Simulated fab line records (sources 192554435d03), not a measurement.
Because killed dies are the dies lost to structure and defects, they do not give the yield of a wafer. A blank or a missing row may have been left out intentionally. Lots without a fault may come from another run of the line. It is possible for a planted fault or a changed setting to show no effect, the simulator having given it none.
Which tool did it? || flow n5-finfet || 10 lots with 28 wafers sampled at 5 steps, on a route of 1938 steps

## WHAT THE GAUGES READ, wafer by wafer
N5_BEOL_M4_RC_MEAS_101. Usual: DIBL_N 35.7 mV/V, standard deviation 1.5; DIBL_P 35.7 mV/V, standard deviation 2; IOFF_N 0.155 nA/um, standard deviation 0.026; IOFF_P 0.20 nA/um, standard deviation 0.031; ION_N 675 uA/um, standard deviation 11; ION_P 462 uA/um, standard deviation 7.1; SS_N 71.3 mV/dec, standard deviation 0.57; SS_P 73.1 mV/dec, standard deviation 0.56; VT_N 250 mV, standard deviation 3; VT_P -251 mV, standard deviation 3.
{"lot": "L382", "measured": "day 8 17:17", "on": "prober-01", "DIBL_N (mV/V)": "37.9 37.5 35.9", "DIBL_P (mV/V)": "38.4 37.2 36.3", "IOFF_N (nA/um)": "0.208 0.182 0.166", "IOFF_P (nA/um)": "0.24 0.23 0.22", "ION_N (uA/um)": "696 671 688", "ION_P (uA/um)": "472 461 474", "SS_N (mV/dec)": "72.1 71.8 70.9", "SS_P (mV/dec)": "73.4 73.3 73.4", "VT_N (mV)": "245 247 247", "VT_P (mV)": "-247 -248 -249", "flag": ""}
{"lot": "L386", "measured": "day 9 06:25", "on": "prober-01", "DIBL_N (mV/V)": "32.8 30.9 34.8", "DIBL_P (mV/V)": "32.8 30.8 34.6", "IOFF_N (nA/um)": "0.124 0.101 0.152", "IOFF_P (nA/um)": "0.17 0.14 0.19", "ION_N (uA/um)": "669 638 676", "ION_P (uA/um)": "460 444 460", "SS_N (mV/dec)": "71.5 69.9 71.7", "SS_P (mV/dec)": "72.4 71.8 72.7", "VT_N (mV)": "251 256 247", "VT_P (mV)": "-251 -255 -252", "flag": ""}
{"lot": "L387", "measured": "day 10 00:43", "on": "prober-01", "DIBL_N (mV/V)": "36.2 37.4 35.3", "DIBL_P (mV/V)": "37.5 38.2 36.8", "IOFF_N (nA/um)": "0.178 0.200 0.169", "IOFF_P (nA/um)": "0.24 0.24 0.22", "ION_N (uA/um)": "685 684 686", "ION_P (uA/um)": "470 469 475", "SS_N (mV/dec)": "71.6 71.5 70.8", "SS_P (mV/dec)": "72.9 73.6 72.9", "VT_N (mV)": "246 245 247", "VT_P (mV)": "-247 -246 -250", "flag": ""}
{"lot": "L389", "measured": "day 10 09:34", "on": "prober-01", "DIBL_N (mV/V)": "36.5 35.9 37.2", "DIBL_P (mV/V)": "35.5 34.9 35.3", "IOFF_N (nA/um)": "0.148 0.127 0.156", "IOFF_P (nA/um)": "0.22 0.20 0.22", "ION_N (uA/um)": "666 666 662", "ION_P (uA/um)": "462 464 453", "SS_N (mV/dec)": "71.8 71.2 71.4", "SS_P (mV/dec)": "73.4 73.2 73.3", "VT_N (mV)": "252 252 254", "VT_P (mV)": "-249 -250 -246", "flag": ""}
{"lot": "L391", "measured": "day 10 16:27", "on": "prober-01", "DIBL_N (mV/V)": "34.5 37.3 37.2", "DIBL_P (mV/V)": "35.2 38.2 37.7", "IOFF_N (nA/um)": "0.134 0.171 0.164", "IOFF_P (nA/um)": "0.16 0.20 0.20", "ION_N (uA/um)": "678 684 682", "ION_P (uA/um)": "463 462 461", "SS_N (mV/dec)": "71.0 72.0 71.2", "SS_P (mV/dec)": "72.7 74.3 74.1", "VT_N (mV)": "251 247 250", "VT_P (mV)": "-255 -254 -252", "flag": ""}
{"lot": "L392", "measured": "day 10 18:20", "on": "prober-02", "DIBL_N (mV/V)": "34.3 36.0", "DIBL_P (mV/V)": "32.8 35.0", "IOFF_N (nA/um)": "0.128 0.170", "IOFF_P (nA/um)": "0.16 0.20", "ION_N (uA/um)": "664 689", "ION_P (uA/um)": "452 464", "SS_N (mV/dec)": "70.4 71.7", "SS_P (mV/dec)": "73.3 73.6", "VT_N (mV)": "251 246", "VT_P (mV)": "-253 -251", "flag": ""}
{"lot": "L393", "measured": "day 11 12:53", "on": "prober-01", "DIBL_N (mV/V)": "35.4 34.8 34.9", "DIBL_P (mV/V)": "35.9 35.0 34.9", "IOFF_N (nA/um)": "0.176 0.153 0.155", "IOFF_P (nA/um)": "0.23 0.21 0.21", "ION_N (uA/um)": "693 682 678", "ION_P (uA/um)": "478 471 470", "SS_N (mV/dec)": "71.7 70.9 70.7", "SS_P (mV/dec)": "73.7 73.1 73.3", "VT_N (mV)": "246 249 248", "VT_P (mV)": "-247 -248 -250", "flag": ""}
{"lot": "L394", "measured": "day 11 15:58", "on": "prober-02", "DIBL_N (mV/V)": "40.4 35.7 37.5", "DIBL_P (mV/V)": "41.2 35.2 37.8", "IOFF_N (nA/um)": "0.250 0.151 0.180", "IOFF_P (nA/um)": "0.28 0.19 0.21", "ION_N (uA/um)": "700 672 685", "ION_P (uA/um)": "466 460 466", "SS_N (mV/dec)": "72.0 70.9 71.6", "SS_P (mV/dec)": "74.0 72.9 73.3", "VT_N (mV)": "243 250 250", "VT_P (mV)": "-248 -254 -252", "flag": ""}
{"lot": "L401", "measured": "day 13 17:22", "on": "prober-01", "DIBL_N (mV/V)": "34.4 33.9 36.7", "DIBL_P (mV/V)": "34.9 34.4 37.3", "IOFF_N (nA/um)": "0.137 0.128 0.166", "IOFF_P (nA/um)": "0.18 0.18 0.21", "ION_N (uA/um)": "666 659 675", "ION_P (uA/um)": "456 456 459", "SS_N (mV/dec)": "71.0 71.1 71.2", "SS_P (mV/dec)": "72.7 72.4 73.2", "VT_N (mV)": "251 252 250", "VT_P (mV)": "-253 -255 -253", "flag": ""}
{"lot": "L402", "measured": "day 14 00:05", "on": "prober-02", "DIBL_N (mV/V)": "31.0 37.6", "DIBL_P (mV/V)": "29.9 38.5", "IOFF_N (nA/um)": "0.093 0.201", "IOFF_P (nA/um)": "0.14 0.26", "ION_N (uA/um)": "657 679", "ION_P (uA/um)": "459 464", "SS_N (mV/dec)": "69.6 71.5", "SS_P (mV/dec)": "71.6 73.3", "VT_N (mV)": "255 249", "VT_P (mV)": "-254 -248", "flag": ""}

## TOOL THAT RAN EACH LOT (tool first, then ch and the chambers of the sampled wafers, then the start)
{"lot": "L382", "N5_BEOL_M4_ANNEAL_82": "pvd-sputter-01, day 8 10:09", "N5_BEOL_M4_ANNEAL_89": "pvd-sputter-01, day 8 10:35", "N5_BEOL_M4_ECD_50": "ecd-cu-01 ch 0,1, day 8 11:31", "N5_BEOL_M4_CMP_52": "cmp-03 ch 0,2,3, day 8 16:26"}
{"lot": "L386", "N5_BEOL_M4_ANNEAL_82": "pvd-sputter-03, day 9 04:04", "N5_BEOL_M4_ANNEAL_89": "pvd-sputter-03, day 9 04:31", "N5_BEOL_M4_ECD_50": "ecd-cu-01 ch 0,1, day 9 05:26", "N5_BEOL_M4_CMP_52": "cmp-03 ch 0,2,3, day 9 05:50"}
{"lot": "L387", "N5_BEOL_M4_ANNEAL_82": "pvd-sputter-03, day 9 22:11", "N5_BEOL_M4_ANNEAL_89": "pvd-sputter-03, day 9 22:37", "N5_BEOL_M4_ECD_50": "ecd-cu-02 ch 0,1, day 9 23:32", "N5_BEOL_M4_CMP_52": "cmp-04 ch 0,2, day 9 23:55"}
{"lot": "L389", "N5_BEOL_M4_ANNEAL_82": "pvd-sputter-01, day 10 06:34", "N5_BEOL_M4_ANNEAL_89": "pvd-sputter-01, day 10 07:00", "N5_BEOL_M4_ECD_50": "ecd-cu-01 ch 0,1, day 10 07:55", "N5_BEOL_M4_CMP_52": "cmp-04 ch 0,3, day 10 08:19"}
{"lot": "L391", "N5_BEOL_M4_ANNEAL_82": "pvd-sputter-03, day 10 13:58", "N5_BEOL_M4_ANNEAL_89": "pvd-sputter-03, day 10 14:24", "N5_BEOL_M4_ECD_50": "ecd-cu-01 ch 0,1, day 10 15:19", "N5_BEOL_M4_CMP_52": "cmp-04 ch 0,2, day 10 15:41"}
{"lot": "L392", "N5_BEOL_M4_ANNEAL_82": "pvd-sputter-02, day 10 15:26", "N5_BEOL_M4_ANNEAL_89": "pvd-sputter-02, day 10 15:53", "N5_BEOL_M4_ECD_50": "ecd-cu-02 ch 0,1, day 10 16:46", "N5_BEOL_M4_CMP_52": "cmp-03 ch 0,3, day 10 17:16"}
{"lot": "L393", "N5_BEOL_M4_ANNEAL_82": "pvd-sputter-01, day 11 10:26", "N5_BEOL_M4_ANNEAL_89": "pvd-sputter-01, day 11 10:53", "N5_BEOL_M4_ECD_50": "ecd-cu-02 ch 0,1, day 11 11:48", "N5_BEOL_M4_CMP_52": "cmp-03 ch 0,1,3, day 11 12:19"}
{"lot": "L394", "N5_BEOL_M4_ANNEAL_82": "pvd-sputter-01, day 11 13:17", "N5_BEOL_M4_ANNEAL_89": "pvd-sputter-01, day 11 13:43", "N5_BEOL_M4_ECD_50": "ecd-cu-02 ch 0,1, day 11 14:38", "N5_BEOL_M4_CMP_52": "cmp-02 ch 0,1,3, day 11 15:17"}
{"lot": "L401", "N5_BEOL_M4_ANNEAL_82": "pvd-sputter-02, day 13 13:16", "N5_BEOL_M4_ANNEAL_89": "pvd-sputter-02, day 13 13:42", "N5_BEOL_M4_ECD_50": "ecd-cu-02 ch 0,1, day 13 14:37", "N5_BEOL_M4_CMP_52": "cmp-03 ch 0,1, day 13 16:29"}
{"lot": "L402", "N5_BEOL_M4_ANNEAL_82": "pvd-sputter-01, day 13 21:32", "N5_BEOL_M4_ANNEAL_89": "pvd-sputter-01, day 13 21:59", "N5_BEOL_M4_ECD_50": "ecd-cu-02 ch 1, day 13 22:54", "N5_BEOL_M4_CMP_52": "cmp-02 ch 0, day 13 23:16"}
- N5_BEOL_M4_ANNEAL_82: time 240 s.
- N5_BEOL_M4_ANNEAL_89: time 240 s.
- N5_BEOL_M4_ECD_50: material Cu, target thk 300 nm.
- N5_BEOL_M4_CMP_52: polishes, stops on SiOC, t overpolish 6.8 s, target thk 40 nm.

## AS READ BY THE TOOLS THEMSELVES (means over the sampled wafers that have a number; for cases with no such wafer, the mark the record gives instead)
N5_BEOL_M4_ANNEAL_82. Usual: heater-power-w reads 825 W (standard deviation 100).
{"lot": "L382", "tool": "pvd-sputter-01", "heater-power-w (W)": 816, "flag": ""}
{"lot": "L386", "tool": "pvd-sputter-03", "heater-power-w (W)": 790, "flag": ""}
{"lot": "L387", "tool": "pvd-sputter-03", "heater-power-w (W)": 778, "flag": ""}
{"lot": "L389", "tool": "pvd-sputter-01", "heater-power-w (W)": 841, "flag": ""}
{"lot": "L391", "tool": "pvd-sputter-03", "heater-power-w (W)": 772, "flag": ""}
{"lot": "L392", "tool": "pvd-sputter-02", "heater-power-w (W)": 767, "flag": ""}
{"lot": "L393", "tool": "pvd-sputter-01", "heater-power-w (W)": 837, "flag": ""}
{"lot": "L394", "tool": "pvd-sputter-01", "heater-power-w (W)": 847, "flag": ""}
{"lot": "L401", "tool": "pvd-sputter-02", "heater-power-w (W)": 883, "flag": ""}
{"lot": "L402", "tool": "pvd-sputter-01", "heater-power-w (W)": 740, "flag": ""}

N5_BEOL_M4_ANNEAL_89. Usual: heater-power-w reads 824 W (standard deviation 98).
{"lot": "L382", "tool": "pvd-sputter-01", "heater-power-w (W)": 833, "flag": ""}
{"lot": "L386", "tool": "pvd-sputter-03", "heater-power-w (W)": 809, "flag": ""}
{"lot": "L387", "tool": "pvd-sputter-03", "heater-power-w (W)": 775, "flag": ""}
{"lot": "L389", "tool": "pvd-sputter-01", "heater-power-w (W)": 850, "flag": ""}
{"lot": "L391", "tool": "pvd-sputter-03", "heater-power-w (W)": 798, "flag": ""}
{"lot": "L392", "tool": "pvd-sputter-02", "heater-power-w (W)": 758, "flag": ""}
{"lot": "L393", "tool": "pvd-sputter-01", "heater-power-w (W)": 822, "flag": ""}
{"lot": "L394", "tool": "pvd-sputter-01", "heater-power-w (W)": 839, "flag": ""}
{"lot": "L401", "tool": "pvd-sputter-02", "heater-power-w (W)": 870, "flag": ""}
{"lot": "L402", "tool": "pvd-sputter-01", "heater-power-w (W)": 754, "flag": ""}

N5_BEOL_M4_CMP_52. Usual: clearing-platen-rpm 49.998 rpm, standard deviation 0.027; motor-current-A 6.0 A, standard deviation 0.65; platen-rpm 50.00 rpm, standard deviation 0.033; time-to-endpoint-s 63 s, standard deviation 3.4.
{"lot": "L382", "tool": "cmp-03", "clearing-platen-rpm (rpm)": 49.992, "motor-current-A (A)": 5.7, "platen-rpm (rpm)": 50.00, "time-to-endpoint-s (s)": 63, "flag": ""}
{"lot": "L386", "tool": "cmp-03", "clearing-platen-rpm (rpm)": 50.001, "motor-current-A (A)": 5.6, "platen-rpm (rpm)": 49.97, "time-to-endpoint-s (s)": 64, "flag": ""}
{"lot": "L387", "tool": "cmp-04", "clearing-platen-rpm (rpm)": 50.026, "motor-current-A (A)": 6.2, "platen-rpm (rpm)": 50.01, "time-to-endpoint-s (s)": 63, "flag": ""}
{"lot": "L389", "tool": "cmp-04", "clearing-platen-rpm (rpm)": 50.021, "motor-current-A (A)": 6.2, "platen-rpm (rpm)": 50.02, "time-to-endpoint-s (s)": 57, "flag": ""}
{"lot": "L391", "tool": "cmp-04", "clearing-platen-rpm (rpm)": 50.001, "motor-current-A (A)": 6.4, "platen-rpm (rpm)": 50.02, "time-to-endpoint-s (s)": 65, "flag": ""}
{"lot": "L392", "tool": "cmp-03", "clearing-platen-rpm (rpm)": 49.978, "motor-current-A (A)": 6.0, "platen-rpm (rpm)": 50.04, "time-to-endpoint-s (s)": 62, "flag": ""}
{"lot": "L393", "tool": "cmp-03", "clearing-platen-rpm (rpm)": 49.973, "motor-current-A (A)": 6.1, "platen-rpm (rpm)": 50.03, "time-to-endpoint-s (s)": 65, "flag": ""}
{"lot": "L394", "tool": "cmp-02", "clearing-platen-rpm (rpm)": 49.983, "motor-current-A (A)": 5.9, "platen-rpm (rpm)": 50.02, "time-to-endpoint-s (s)": 61, "flag": ""}
{"lot": "L401", "tool": "cmp-03", "clearing-platen-rpm (rpm)": 49.977, "motor-current-A (A)": 5.8, "platen-rpm (rpm)": 49.97, "time-to-endpoint-s (s)": 68, "flag": ""}
{"lot": "L402", "tool": "cmp-02", "clearing-platen-rpm (rpm)": 49.999, "motor-current-A (A)": 6.3, "platen-rpm (rpm)": 50.00, "time-to-endpoint-s (s)": 72, "flag": ""}

## THE ANSWER, worked out from the rows above alone
Rule: lot off if the mean of its wafers having a number is beyond 3 standard deviations from the usual mean. A lot without any number at a reading at which 4 lots or more have one is off too. Where the step has rows for the other lots, those lots are counted as sound. After the gauges, taken in route order, come the tools' own readings; for these a lot's mean is taken, as printed above. The first step at which some lot is off is used, and at that step the reading that is off furthest; a lot without a number counts as furthest.
None of the lots is off at any reading shown; this tells nothing.

## WHAT THE SIMULATOR HAD INSERTED
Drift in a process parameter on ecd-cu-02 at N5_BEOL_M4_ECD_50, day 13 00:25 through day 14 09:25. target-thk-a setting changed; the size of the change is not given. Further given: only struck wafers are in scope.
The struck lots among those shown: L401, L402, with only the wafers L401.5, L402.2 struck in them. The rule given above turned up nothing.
